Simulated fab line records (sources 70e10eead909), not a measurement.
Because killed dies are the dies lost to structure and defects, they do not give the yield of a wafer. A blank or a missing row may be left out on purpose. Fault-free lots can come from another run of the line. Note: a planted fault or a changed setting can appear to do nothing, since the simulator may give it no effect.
Chamber matching	flow nandHarc	4 sister chambers for NHARC_A_STAIRCASE_TRIM_196 on rieDiel-08
The step chemistry O2, time 211.2 s. 18 wafers are shown with their chamber, then 9 later ones without.

## EACH WAFER AND ITS CHAMBER
wafer	chamber	showerheadPlenumPTorr (Torr)	drypumpMotorCurrentA (A)	oesProductAu (a.u.)
L081.1	3	3.33	5.5	1.002
L081.2	0	3.33	5.8	1.008
L081.6	0	3.33	5.8	1.011
L081.3	2	3.39	6.0	0.998
L081.4	1	3.49	5.6	1.014
L081.5	1	3.49	5.5	0.999
L080.1	3	3.33	5.5	1.000
L080.3	0	3.33	5.8	1.016
L080.6	1	3.49	5.5	1.001
L086.2	3	3.33	5.5	1.001
L086.3	0	3.33	5.8	1.005
L086.4	1	3.48	5.5	0.996
L086.1	2	3.38	6.0	0.995
L086.5	0	3.33	5.8	1.003
L086.6	3	3.33	5.5	1.002
L085.1	3	3.33	5.6	1.007
L085.4	2	3.38	6.0	0.996
L085.6	2	3.38	6.0	1.001

SIGNATURES (averages over the wafers above)
reading	chamber 0	chamber 1	chamber 2	chamber 3	scatter within a chamber
showerheadPlenumPTorr	3.3300	3.4875	3.3825	3.3300	0.00327
drypumpMotorCurrentA	5.800	5.525	6.000	5.520	0.0333
oesProductAu	1.00860	1.00250	0.99750	1.00240	0.00496
Rule: distance of a wafer from a chamber = root of the sum over the readings of ((wafer's reading minus chamber's mean) / reading's scatter) squared. If the next closest chamber is less than 2 further off than the closest, the wafer can't be placed; otherwise it belongs to the closest. The scatter is the square root of a quotient: the sum, over the shown wafers, of each reading's squared deviation from its chamber's mean, divided by wafers minus chambers.

## WAFERS WITHOUT THEIR CHAMBER
wafer	showerheadPlenumPTorr (Torr)	drypumpMotorCurrentA (A)	oesProductAu (a.u.)
L087.1	3.32	5.8	1.007
L087.3	3.48	5.5	0.987
L087.4	3.38	5.9	0.991
L090.4	3.48	5.5	0.983
L090.5	3.32	5.7	1.001
L090.6	3.32	5.6	1.004
L092.4	3.32	5.5	0.992
L092.5	3.37	6.0	0.997
L092.6	3.32	5.8	0.987

## WHICH CHAMBER EACH WENT THROUGH
wafer	from the rows above	in truth
L087.1	0	0
L087.3	1	1
L087.4	2	2
L090.4	1	1
L090.5	can't be placed: 0 or 3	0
L090.6	3	3
L092.4	3	3
L092.5	2	2
L092.6	0	0
Placed correctly: 8 of 9. Not placeable from these rows: 1 (in 1, the candidates include the true chamber). Number placed wrongly: 0.
